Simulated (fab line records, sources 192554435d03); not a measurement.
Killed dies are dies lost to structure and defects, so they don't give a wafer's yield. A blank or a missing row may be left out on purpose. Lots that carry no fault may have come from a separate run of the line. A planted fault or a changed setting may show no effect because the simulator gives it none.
What tool caused it? / flow n5Finfet / 9 lots with 27 wafers sampled at 6 steps, on a route of 1938 steps

## WHAT THE GAUGES SHOWED, per wafer
N5_ILD0_THK_MEAS_13.
lot=L616; measured=day 4 08:31; on=filmMetro-01; thkNm (nm)=17.0 16.9 17.4
lot=L617; measured=day 4 10:59; on=filmMetro-01; thkNm (nm)=17.5 17.7 17.7
lot=L618; measured=day 4 20:43; on=filmMetro-01; thkNm (nm)=15.5 15.3 17.0
lot=L619; measured=day 4 22:50; on=filmMetro-02; thkNm (nm)=17.4 17.1 17.5
lot=L620; measured=day 5 09:13; on=filmMetro-02; thkNm (nm)=18.3 17.8 18.7
lot=L622; measured=day 5 16:43; on=filmMetro-01; thkNm (nm)=18.2 18.1 18.5
lot=L630; measured=day 7 21:23; on=filmMetro-02; thkNm (nm)=16.9 18.8 18.0
lot=L632; measured=day 8 08:35; on=filmMetro-01; thkNm (nm)=18.8 19.0 17.3
lot=L636; measured=day 9 05:43; on=filmMetro-01; thkNm (nm)=17.0 17.4 18.0

N5_ILD0_INSPECT_06: inspects for defects (darkfield).
lot=L616; measured=day 4 08:32; on=defectInspect-02; rawDefectCount=74 39 45
lot=L617; measured=day 4 11:01; on=defectInspect-02; rawDefectCount=46 29 44
lot=L618; measured=day 4 20:44; on=defectInspect-02; rawDefectCount=41 30 136
lot=L619; measured=day 4 22:51; on=defectInspect-01; rawDefectCount=276 299 252
lot=L620; measured=day 5 09:14; on=defectInspect-02; rawDefectCount=264 297 270
lot=L622; measured=day 5 16:44; on=defectInspect-01; rawDefectCount=248 272 297
lot=L630; measured=day 7 21:25; on=defectInspect-01; rawDefectCount=36 23 15
lot=L632; measured=day 8 08:37; on=defectInspect-02; rawDefectCount=35 37 47
lot=L636; measured=day 9 05:44; on=defectInspect-01; rawDefectCount=47 62 69

N5_BEOL_M4_RC_MEAS_101.
lot=L616; measured=day 8 21:51; on=prober-01; DIBL_N (mV/V)=39.1 36.2 35.8; DIBL_P (mV/V)=39.3 36.5 34.4; IOFF_N (nA/um)=0.23 0.17 0.16; IOFF_P (nA/um)=0.27 0.23 0.20; ION_N (uA/um)=683 688 659; ION_P (uA/um)=463 468 451; SS_N (mV/dec)=73.2 71.3 71.9; SS_P (mV/dec)=74.2 73.4 73.2; VT_N (mV)=247 248 249; VT_P (mV)=-246 -248 -248
lot=L617; measured=day 9 14:58; on=prober-02; DIBL_N (mV/V)=32.7 37.3 35.7; DIBL_P (mV/V)=34.3 40.0 38.5; IOFF_N (nA/um)=0.12 0.20 0.16; IOFF_P (nA/um)=0.18 0.24 0.24; ION_N (uA/um)=656 677 663; ION_P (uA/um)=455 459 461; SS_N (mV/dec)=70.9 72.3 71.7; SS_P (mV/dec)=72.2 74.3 74.3; VT_N (mV)=252 247 253; VT_P (mV)=-249 -249 -247
lot=L618; measured=day 9 23:35; on=prober-01; DIBL_N (mV/V)=37.4 38.0 38.5; DIBL_P (mV/V)=38.6 39.2 39.4; IOFF_N (nA/um)=0.19 0.19 0.20; IOFF_P (nA/um)=0.24 0.25 0.24; ION_N (uA/um)=694 670 678; ION_P (uA/um)=470 454 457; SS_N (mV/dec)=72.2 72.3 72.9; SS_P (mV/dec)=73.8 73.3 74.5; VT_N (mV)=249 250 249; VT_P (mV)=-247 -252 -251
lot=L619; measured=day 9 23:16; on=prober-02; DIBL_N (mV/V)=41.4 38.8 39.2; DIBL_P (mV/V)=41.8 39.1 39.7; IOFF_N (nA/um)=0.26 0.19 0.20; IOFF_P (nA/um)=0.29 0.24 0.24; ION_N (uA/um)=697 673 690; ION_P (uA/um)=466 457 468; SS_N (mV/dec)=72.5 73.0 72.9; SS_P (mV/dec)=75.0 74.2 75.1; VT_N (mV)=245 247 248; VT_P (mV)=-246 -249 -251
lot=L620; measured=day 10 03:35; on=prober-01; DIBL_N (mV/V)=36.4 34.6 35.0; DIBL_P (mV/V)=36.8 33.4 35.4; IOFF_N (nA/um)=0.15 0.11 0.12; IOFF_P (nA/um)=0.20 0.16 0.20; ION_N (uA/um)=678 653 669; ION_P (uA/um)=464 452 468; SS_N (mV/dec)=71.5 70.4 71.6; SS_P (mV/dec)=73.5 72.5 72.8; VT_N (mV)=252 255 255; VT_P (mV)=-251 -253 -252
lot=L622; measured=day 10 06:41; on=prober-01; DIBL_N (mV/V)=34.1 36.0 37.1; DIBL_P (mV/V)=32.0 35.3 37.1; IOFF_N (nA/um)=0.11 0.13 0.15; IOFF_P (nA/um)=0.14 0.16 0.20; ION_N (uA/um)=661 658 654; ION_P (uA/um)=453 450 455; SS_N (mV/dec)=70.8 71.4 72.1; SS_P (mV/dec)=72.9 73.9 74.2; VT_N (mV)=259 255 251; VT_P (mV)=-259 -258 -254
lot=L630; measured=day 12 07:01; on=prober-02; DIBL_N (mV/V)=37.8 34.2 38.7; DIBL_P (mV/V)=37.9 32.6 38.6; IOFF_N (nA/um)=0.20 0.12 0.23; IOFF_P (nA/um)=0.22 0.15 0.25; ION_N (uA/um)=691 660 700; ION_P (uA/um)=461 448 463; SS_N (mV/dec)=71.4 71.2 72.4; SS_P (mV/dec)=74.0 72.5 74.3; VT_N (mV)=245 254 243; VT_P (mV)=-252 -254 -251
lot=L632; measured=day 12 21:49; on=prober-01; DIBL_N (mV/V)=35.9 34.4 36.0; DIBL_P (mV/V)=37.7 35.8 37.3; IOFF_N (nA/um)=0.18 0.14 0.18; IOFF_P (nA/um)=0.26 0.22 0.24; ION_N (uA/um)=676 655 677; ION_P (uA/um)=469 460 469; SS_N (mV/dec)=71.0 70.9 72.3; SS_P (mV/dec)=73.7 73.8 73.8; VT_N (mV)=248 255 248; VT_P (mV)=-244 -248 -247
lot=L636; measured=day 13 20:39; on=prober-01; DIBL_N (mV/V)=40.1 36.2 37.9; DIBL_P (mV/V)=40.6 35.1 37.6; IOFF_N (nA/um)=0.25 0.13 0.19; IOFF_P (nA/um)=0.31 0.19 0.25; ION_N (uA/um)=689 651 675; ION_P (uA/um)=470 453 463; SS_N (mV/dec)=73.0 71.1 71.8; SS_P (mV/dec)=74.3 73.0 73.6; VT_N (mV)=245 255 246; VT_P (mV)=-242 -252 -246

## TOOL THAT RAN EACH LOT (tool first, then ch and the chambers of the sampled wafers, then the start)
lot=L616; N5_SD_ACTIVATION_RTA_00=rtpAnneal-01 ch 0, day 4 01:33; N5_ILD0_CMP_12=cmp-03 ch 0,1,2, day 4 08:13; N5_SDB_DESCUM_16=rieDiel-02 ch 0,1,2, day 4 09:37
lot=L617; N5_SD_ACTIVATION_RTA_00=rtpAnneal-01 ch 0, day 4 04:05; N5_ILD0_CMP_12=cmp-03 ch 0,2,3, day 4 10:44; N5_SDB_DESCUM_16=rieDiel-02 ch 1,2, day 4 11:44
lot=L618; N5_SD_ACTIVATION_RTA_00=rtpAnneal-02 ch 0, day 4 13:23; N5_ILD0_CMP_12=cmp-02 ch 0,2,3, day 4 20:28; N5_SDB_DESCUM_16=rieDiel-01 ch 0,1, day 4 21:20
lot=L619; N5_SD_ACTIVATION_RTA_00=rtpAnneal-01 ch 0, day 4 15:40; N5_ILD0_CMP_12=cmp-03 ch 1,2,3, day 4 22:34; N5_SDB_DESCUM_16=rieDiel-02 ch 0,3, day 4 23:26
lot=L620; N5_SD_ACTIVATION_RTA_00=rtpAnneal-01 ch 0, day 5 01:40; N5_ILD0_CMP_12=cmp-03 ch 1,2,3, day 5 09:02; N5_SDB_DESCUM_16=rieDiel-05 ch 0,2,3, day 5 09:41
lot=L622; N5_SD_ACTIVATION_RTA_00=rtpAnneal-02 ch 0, day 5 09:46; N5_ILD0_CMP_12=cmp-03 ch 0,2,3, day 5 16:25; N5_SDB_DESCUM_16=rieDiel-01 ch 1,3, day 5 17:19
lot=L630; N5_SD_ACTIVATION_RTA_00=rtpAnneal-02 ch 0, day 7 12:53; N5_ILD0_CMP_12=cmp-02 ch 0,3, day 7 21:06; N5_SDB_DESCUM_16=rieDiel-02 ch 0,2,3, day 7 22:00
lot=L632; N5_SD_ACTIVATION_RTA_00=rtpAnneal-02 ch 0, day 8 01:29; N5_ILD0_CMP_12=cmp-03 ch 0,1,2, day 8 08:17; N5_SDB_DESCUM_16=rieDiel-01 ch 0,2,3, day 8 09:12
lot=L636; N5_SD_ACTIVATION_RTA_00=rtpAnneal-02 ch 0, day 8 22:47; N5_ILD0_CMP_12=cmp-03 ch 0,3, day 9 05:27; N5_SDB_DESCUM_16=rieDiel-05 ch 0,1, day 9 06:19
- N5_SD_ACTIVATION_RTA_00: time 0 s.
- N5_ILD0_CMP_12: polishes SiNx, stops on poly-Si, t overpolish 6 s, target thk 17.67 nm.
- N5_SDB_DESCUM_16: chemistry O2, time 7.9 s.

## WHAT THE TOOLS THEMSELVES READ (means of the sampled wafers that have a number; where no wafer has one, the mark that the record gives instead)
N5_SD_ACTIVATION_RTA_00.
lot=L616; tool=rtpAnneal-01; lampPowerPct (%)=8.94; lamp_zone_1_pct (%)=8.955; lamp_zone_4_pct (%)=8.909; wafer_temp_C_max=974.9
lot=L617; tool=rtpAnneal-01; lampPowerPct (%)=8.97; lamp_zone_1_pct (%)=8.916; lamp_zone_4_pct (%)=8.943; wafer_temp_C_max=974.7
lot=L618; tool=rtpAnneal-02; lampPowerPct (%)=8.96; lamp_zone_1_pct (%)=8.959; lamp_zone_4_pct (%)=8.952; wafer_temp_C_max=977.6
lot=L619; tool=rtpAnneal-01; lampPowerPct (%)=8.90; lamp_zone_1_pct (%)=8.961; lamp_zone_4_pct (%)=8.963; wafer_temp_C_max=973.9
lot=L620; tool=rtpAnneal-01; lampPowerPct (%)=8.95; lamp_zone_1_pct (%)=8.946; lamp_zone_4_pct (%)=8.953; wafer_temp_C_max=974.6
lot=L622; tool=rtpAnneal-02; lampPowerPct (%)=9.02; lamp_zone_1_pct (%)=8.940; lamp_zone_4_pct (%)=8.937; wafer_temp_C_max=974.4
lot=L630; tool=rtpAnneal-02; lampPowerPct (%)=8.92; lamp_zone_1_pct (%)=8.967; lamp_zone_4_pct (%)=8.954; wafer_temp_C_max=973.4
lot=L632; tool=rtpAnneal-02; lampPowerPct (%)=8.93; lamp_zone_1_pct (%)=8.973; lamp_zone_4_pct (%)=8.948; wafer_temp_C_max=975.2
lot=L636; tool=rtpAnneal-02; lampPowerPct (%)=8.94; lamp_zone_1_pct (%)=8.934; lamp_zone_4_pct (%)=8.959; wafer_temp_C_max=975.9

N5_ILD0_CMP_12.
lot=L616; tool=cmp-03; motorCurrentA (A)=9.4; overpolishRunS (s)=5.989; timeToEndpointS (s)=26
lot=L617; tool=cmp-03; motorCurrentA (A)=9.9; overpolishRunS (s)=6.009; timeToEndpointS (s)=26
lot=L618; tool=cmp-02; motorCurrentA (A)=9.2; overpolishRunS (s)=6.004; timeToEndpointS (s)=28
lot=L619; tool=cmp-03; motorCurrentA (A)=9.0; overpolishRunS (s)=5.999; timeToEndpointS (s)=25
lot=L620; tool=cmp-03; motorCurrentA (A)=8.9; overpolishRunS (s)=6.004; timeToEndpointS (s)=29
lot=L622; tool=cmp-03; motorCurrentA (A)=9.8; overpolishRunS (s)=5.996; timeToEndpointS (s)=28
lot=L630; tool=cmp-02; motorCurrentA (A)=9.5; overpolishRunS (s)=6.001; timeToEndpointS (s)=30
lot=L632; tool=cmp-03; motorCurrentA (A)=9.7; overpolishRunS (s)=6.008; timeToEndpointS (s)=29
lot=L636; tool=cmp-03; motorCurrentA (A)=10.4; overpolishRunS (s)=5.997; timeToEndpointS (s)=28

N5_SDB_DESCUM_16.
lot=L616; tool=rieDiel-02; drypumpMotorCurrentA (A)=5.6; o2FlowSccm (sccm)=224.6; oesProductAu (a.u.)=0.79; rfVppV (V)=243.6; showerheadPlenumPTorr (Torr)=2.08; throttleValvePct (%)=20.50
lot=L617; tool=rieDiel-02; drypumpMotorCurrentA (A)=5.7; o2FlowSccm (sccm)=225.3; oesProductAu (a.u.)=0.82; rfVppV (V)=242.9; showerheadPlenumPTorr (Torr)=2.09; throttleValvePct (%)=20.38
lot=L618; tool=rieDiel-01; drypumpMotorCurrentA (A)=6.5; o2FlowSccm (sccm)=225.8; oesProductAu (a.u.)=0.69; rfVppV (V)=243.0; showerheadPlenumPTorr (Torr)=2.12; throttleValvePct (%)=20.46
lot=L619; tool=rieDiel-02; drypumpMotorCurrentA (A)=5.5; o2FlowSccm (sccm)=225.1; oesProductAu (a.u.)=0.85; rfVppV (V)=243.5; showerheadPlenumPTorr (Torr)=2.08; throttleValvePct (%)=20.68
lot=L620; tool=rieDiel-05; drypumpMotorCurrentA (A)=6.0; o2FlowSccm (sccm)=225.3; oesProductAu (a.u.)=0.74; rfVppV (V)=243.2; showerheadPlenumPTorr (Torr)=2.09; throttleValvePct (%)=20.38
lot=L622; tool=rieDiel-01; drypumpMotorCurrentA (A)=6.3; o2FlowSccm (sccm)=224.0; oesProductAu (a.u.)=0.72; rfVppV (V)=244.2; showerheadPlenumPTorr (Torr)=2.14; throttleValvePct (%)=20.33
lot=L630; tool=rieDiel-02; drypumpMotorCurrentA (A)=5.6; o2FlowSccm (sccm)=225.0; oesProductAu (a.u.)=0.83; rfVppV (V)=242.7; showerheadPlenumPTorr (Torr)=2.09; throttleValvePct (%)=20.60
lot=L632; tool=rieDiel-01; drypumpMotorCurrentA (A)=5.9; o2FlowSccm (sccm)=224.6; oesProductAu (a.u.)=0.73; rfVppV (V)=242.5; showerheadPlenumPTorr (Torr)=2.09; throttleValvePct (%)=20.80
lot=L636; tool=rieDiel-05; drypumpMotorCurrentA (A)=5.3; o2FlowSccm (sccm)=225.7; oesProductAu (a.u.)=0.70; rfVppV (V)=242.8; showerheadPlenumPTorr (Torr)=2.12; throttleValvePct (%)=20.82

## THE ANSWER, worked out from the rows above alone
Rule: the usual values come from the lots themselves. Put in order of their means at a reading, lots are off if they are a third of the lots or fewer, leave a main group of 4 or more, and stand apart from it by a gap of 3 or more times the standard deviation of the main group's means; of several such gaps the widest counts. A main group is skipped when, at the precision printed for the reading in the tables above, its means are all equal. Also off: a lot with no number at a reading for which 4 or more lots have one. Where the step has rows for the other lots, those lots are counted as sound. First the gauges in route order, then the tools' own readings, where a lot's mean is used as printed above. The first step at which some lot is off is used, and at that step the reading that is off furthest; a lot without a number counts as furthest.
Off: L619, L620, L622 (N5_ILD0_INSPECT_06, rawDefectCount). For the main group the mean is 48 and the standard deviation 15.
If a tool, at a process step before that reading, ran all the lots that are off and no sound lot after the first of them, it fits. Gauges at N5_ILD0_INSPECT_06: tried the same way as those tools. No candidate that was tried fits.

## WHAT HAD BEEN PUT IN BY THE SIMULATOR
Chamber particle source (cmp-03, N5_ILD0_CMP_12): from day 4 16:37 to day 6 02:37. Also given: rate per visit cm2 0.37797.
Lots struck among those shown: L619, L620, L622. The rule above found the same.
